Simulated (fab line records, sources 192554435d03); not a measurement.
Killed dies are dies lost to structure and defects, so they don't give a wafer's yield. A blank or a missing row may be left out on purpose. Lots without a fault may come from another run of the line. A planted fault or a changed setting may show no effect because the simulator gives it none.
fab line records | flow n5_finfet | part 2 of 2: steps 28 to 36 of 36
record lots=5 wafers=15 last_day=17
route steps=1938 shown PMOS_HMC_CHANNEL_EPI@78 FIN_SAQP@90
lots that met no fault: from a run of the same line without faults
start_h: hours from the record's first day to the start of the lot's first wafer shown | wait_h: hours since the lot's step before | " the same as in the row above | L1.1+2: a row that stands for several wafers | - no value, or no start given | * or withheld: withheld | < > ~ a bound
route shown NAME@n: a module of which the file shows steps, and the number in the route of the first | usual: mean/standard deviation of fault-free wafers | same: alike in all rows | chamber/n: place in a boat | sites: the reading at each site | _std_site: their standard deviation | _edge_site: outer sites' mean less inner sites' | radius_mm: how far each site lies from the wafer's centre | mask NAME#n: copy n | behind: the tool/chamber that last shaped the wafer | hold: why the lot was held/for how many hours/how that ended | device: the transistor (n, p or np) that didn't switch | end of line: the same wafers' tests at the end of the route | a step without rows: its recipe alone | killed: dies lost to structure and defects at the first sort, not the wafer's yield | map: a wafer's dies, x killed, . not, _ none there
set.NAME: the setting as run; set.NAME@STEP: as run at that earlier step | model.NAME: the simulator's own value behind a step, which no gauge read
lots at some steps of the route; a table a step, a row a wafer
services: from which hour (start_h, from the record's first day; less than 0 if before it) a tool's chamber was out of use, for how many hours, and why
## steps
# step N5_FIN_SAQP_EBR_12
# recipe solvent=PGMEA ebr_width_mm=1.5
# usual exhaust_pa=44.8/0.96
# columns lot.wafer tool chamber start_h wait_h exhaust_pa
L074.1 litho_track-05 0 - - 41.8
L074.3 " 0 " " 44.4
L074.6 " 0 " " 43.6
L078.2 litho_track-01 0 - - 44.2
L078.4 " 0 " " 43.9
L078.5 " 0 " " 44.7
L090.4 litho_track-05 0 - - 44.3
L090.5 " 0 " " 44.0
L090.6 " 0 " " 44.6
L092.2 litho_track-01 0 - - 44.1
L092.3 " 0 " " 43.9
L092.5 " 0 " " 45.4
L093.1 litho_track-05 0 - - 43.8
L093.2 " 0 " " 45.1
L093.6 " 0 " " 46.4
# step N5_FIN_SAQP_SOFTBAKE_11
# recipe temp_c=110 time_s=60 resist=CAR-ArF
# usual exhaust_pa=44.9/0.92
# same time_s=60
# columns lot.wafer tool chamber start_h wait_h exhaust_pa
L074.1 litho_track-05 0 - - 44.9
L074.3 " 0 " " 45.4
L074.6 " 0 " " 44.0
L078.2 litho_track-01 0 - - 44.4
L078.4 " 0 " " 44.1
L078.5 " 0 " " 44.4
L090.4 litho_track-05 0 - - 44.6
L090.5 " 0 " " 45.8
L090.6 " 0 " " 43.8
L092.2 litho_track-01 0 - - 46.0
L092.3 " 0 " " 45.3
L092.5 " 0 " " 45.4
L093.1 litho_track-05 0 - - 46.0
L093.2 " 0 " " 44.3
L093.6 " 0 " " 44.4
# step N5_FIN_SAQP_EXPOSE_13
# recipe mask_id=FIN_CORE na=1.35 source_shape=dipole sigma_inner=0.538 sigma_outer=0.738 polarization=te target_cd_nm=35.6 dose_mj=63.25
# usual exposure_dose_mJ_cm2=63.22/0.061 focus_offset_nm=0.0/0.58 reticle_temp_C=23.02/0.096
# same na=1.35
# columns lot.wafer tool chamber start_h wait_h mask exposure_dose_mJ_cm2 focus_offset_nm reticle_temp_C
L074.1 arfi_scanner-03 0 21.50 - FIN_CORE#0 63.21 -0.2 22.91
L074.3 " 0 " " FIN_CORE#0 63.32 0.1 22.94
L074.6 " 0 " " FIN_CORE#0 63.36 -0.1 23.06
L078.2 arfi_scanner-02 0 46.11 - FIN_CORE#0 63.19 2.1 22.91
L078.4 " 0 " " FIN_CORE#0 63.21 1.7 23.07
L078.5 " 0 " " FIN_CORE#0 63.34 1.4 22.84
L090.4 arfi_scanner-03 0 118.36 - FIN_CORE#0 63.17 0.1 23.01
L090.5 " 0 " " FIN_CORE#0 63.31 0.1 22.92
L090.6 " 0 " " FIN_CORE#0 63.16 0.3 23.04
L092.2 arfi_scanner-03 0 129.48 - FIN_CORE#0 63.25 -0.8 23.13
L092.3 " 0 " " FIN_CORE#0 63.24 -0.2 23.05
L092.5 " 0 " " FIN_CORE#0 63.18 -0.5 23.22
L093.1 arfi_scanner-02 0 135.49 - FIN_CORE#0 63.23 -0.2 23.06
L093.2 " 0 " " FIN_CORE#0 63.21 -0.9 22.79
L093.6 " 0 " " FIN_CORE#0 63.26 -0.1 22.95
# step N5_FIN_SAQP_PEB_14
# recipe peb_temp_c=withheld peb_time_s=60 resist=CAR-ArF
# usual exhaust_pa=45.0/0.99
# columns lot.wafer tool chamber start_h wait_h exhaust_pa
L074.1 litho_track-05 0 21.56 0.1 45.3
L074.3 " 0 " " 46.6
L074.6 " 0 " " 45.9
L078.2 litho_track-02 0 46.17 0.0 45.4
L078.4 " 0 " " 44.9
L078.5 " 0 " " 44.1
L090.4 litho_track-01 0 118.41 0.0 43.2
L090.5 " 0 " " 44.5
L090.6 " 0 " " 44.0
L092.2 litho_track-05 0 129.54 0.0 44.5
L092.3 " 0 " " 46.9
L092.5 " 0 " " 46.6
L093.1 litho_track-02 0 135.55 0.1 45.3
L093.2 " 0 " " 43.6
L093.6 " 0 " " 45.3
# step N5_FIN_SAQP_DEVELOP_15
# recipe develop_time_s=30 developer=TMAH resist=CAR-ArF dev_temp_c=23 rinse_liquid=diw dry=air_spin
# usual exhaust_pa=45.0/0.92
# columns lot.wafer tool chamber start_h wait_h exhaust_pa
L074.1 litho_track-05 0 - - 45.0
L074.3 " 0 " " 46.0
L074.6 " 0 " " 45.4
L078.2 litho_track-02 0 - - 43.3
L078.4 " 0 " " 44.7
L078.5 " 0 " " 43.8
L090.4 litho_track-01 0 - - 47.4
L090.5 " 0 " " 46.7
L090.6 " 0 " " 46.5
L092.2 litho_track-05 0 - - 45.8
L092.3 " 0 " " 45.1
L092.5 " 0 " " 44.7
L093.1 litho_track-02 0 - - 44.2
L093.2 " 0 " " 44.1
L093.6 " 0 " " 44.6
# step N5_FIN_SAQP_CD_MEAS_16
# recipe target_cd_nm=35.6 landing_energy_ev=500 detector=se_inlens
# usual cd_nm=35.6/0.47
# columns lot.wafer tool chamber start_h wait_h cd_nm
L074.1 cd_sem-02 0 21.62 - 34.5
L074.3 " 0 " " 35.0
L074.6 " 0 " " 35.2
L078.2 cd_sem-02 0 46.24 - 35.9
L078.4 " 0 " " 36.0
L078.5 " 0 " " 35.2
L090.4 cd_sem-01 0 118.48 - 36.4
L090.5 " 0 " " 36.3
L090.6 " 0 " " 35.8
L092.2 cd_sem-01 0 129.61 - 35.0
L092.3 " 0 " " 34.8
L092.5 " 0 " " 35.1
L093.1 cd_sem-03 0 135.62 - 35.6
L093.2 " 0 " " 35.2
L093.6 " 0 " " 35.9
# step N5_FIN_SAQP_OVL_MEAS_17
# recipe points_per_wafer=44
# usual FIN_CORE_OVL=0.0/0.8
# same points_per_wafer=44
# columns lot.wafer tool chamber start_h wait_h FIN_CORE_OVL[nm]
L074.1 overlay-01 0 21.66 0.0 -0.3
L074.3 " 0 " " 0.5
L074.6 " 0 " " 0.5
L078.2 overlay-01 0 46.28 0.0 -1.3
L078.4 " 0 " " -0.2
L078.5 " 0 " " 0.6
L090.4 overlay-01 0 118.51 0.0 -0.3
L090.5 " 0 " " 0.2
L090.6 " 0 " " 0.9
L092.2 overlay-01 0 129.64 0.0 -1.1
L092.3 " 0 " " -0.7
L092.5 " 0 " " -0.7
L093.1 overlay-02 0 135.66 0.0 -1.0
L093.2 " 0 " " 0.1
L093.6 " 0 " " -0.4
# step N5_FIN_SAQP_INSPECT_18
# recipe mode=adi inspect_instrument=brightfield
# usual raw_defect_count=433/110
# columns lot.wafer tool chamber start_h wait_h raw_defect_count
L074.1 defect_inspect-02 - 21.69 0.0 670
L074.3 " - " " 554
L074.6 " - " " 628
L078.2 defect_inspect-02 - 46.30 0.0 425
L078.4 " - " " 598
L078.5 " - " " 364
L090.4 defect_inspect-02 - 118.54 0.0 560
L090.5 " - " " 583
L090.6 " - " " 301
L092.2 defect_inspect-02 - 129.67 0.0 625
L092.3 " - " " 331
L092.5 " - " " 252
L093.1 defect_inspect-02 - 135.68 0.0 548
L093.2 " - " " 415
L093.6 " - " " 467
# step N5_FIN_SAQP_DESCUM_21
# recipe chemistry=O2 time_s=7.9 source_power_w=50 bias_power_w=20 pressure_mtorr=20 rf_frequency_hz=2.712e+07 temp_c=40 resist=CAR-ArF o2_flow_sccm=225
# usual drypump_motor_current_A=5.9/0.5 oes_product_au=0.81/0.085 rf_vpp_V=244.1/1.3 showerhead_plenum_p_Torr=2.15/0.066 throttle_valve_pct=20.4/0.33
# same time_s=7.9
# columns lot.wafer tool chamber start_h wait_h drypump_motor_current_A oes_product_au rf_hours_counter_h rf_vpp_V showerhead_plenum_p_Torr throttle_valve_pct
L074.1 rie_diel-04 3 21.72 0.0 6.2 0.91 23 243.8 2.16 20.2
L074.3 " 1 " " 5.8 0.74 177 244.5 2.15 20.0
L074.6 " 1 " " 5.8 0.73 - 243.3 2.15 20.0
L078.2 rie_diel-04 3 46.39 0.1 6.3 0.89 31 244.0 2.15 20.2
L078.4 " 1 " " 5.8 0.74 186 244.4 2.15 20.1
L078.5 " 1 " " 5.8 0.73 - 245.7 2.15 20.1
L090.4 rie_diel-06 3 118.57 0.0 5.1 0.76 159 245.8 2.16 20.2
L090.5 " 1 " " 6.5 0.90 - 245.1 2.21 20.2
L090.6 " 0 " " 6.3 0.74 - 245.1 2.18 20.7
L092.2 rie_diel-04 2 129.70 0.0 6.3 0.83 72 245.0 2.23 20.5
L092.3 " 0 " " 5.0 0.89 34 242.9 2.08 20.9
L092.5 " 0 " " 5.0 0.88 - 243.8 2.08 20.9
L093.1 rie_diel-05 3 135.71 0.0 5.8 0.72 203 244.4 2.16 20.0
L093.2 " 1 " " 5.8 0.76 133 245.2 2.21 21.1
L093.6 " 0 " " 6.2 0.91 - 244.5 2.23 20.1
## services
# columns tool chamber start_h hours kind
cmp-01 - -4.59 0.8 repair
pecvd-04 0 5.48 8.7 repair
epi_rpcvd-02 - 23.37 2.8 pm
arfi_scanner-02 - 24.71 1.2 repair
wet_bench-02 - 26.98 4.1 repair
arfi_scanner-02 - 32.72 1.0 pm
cmp-01 - 33.56 0.4 repair
arfi_scanner-03 - 34.78 0.8 pm
ald_sin-02 - 38.49 0.8 repair
pecvd-04 2 44.42 3.5 repair
rie_diel-04 1 65.80 6.9 repair
arfi_scanner-03 - 68.08 0.9 repair
epi_rpcvd-02 - 68.74 6.2 repair
arfi_scanner-03 - 74.61 1.0 pm
wet_bench-01 - 78.61 2.3 repair
pecvd-01 2 82.28 19.0 repair
arfi_scanner-03 - 89.44 1.0 pm
pecvd-03 - 90.35 5.5 pm
pecvd-04 2 103.38 6.2 repair
arfi_scanner-03 - 105.83 1.3 pm
wet_bench-01 - 107.79 1.9 pm
pecvd-01 - 125.27 0.5 repair
cmp-01 - 129.16 0.3 repair
wet_bench-02 - 130.65 1.1 repair
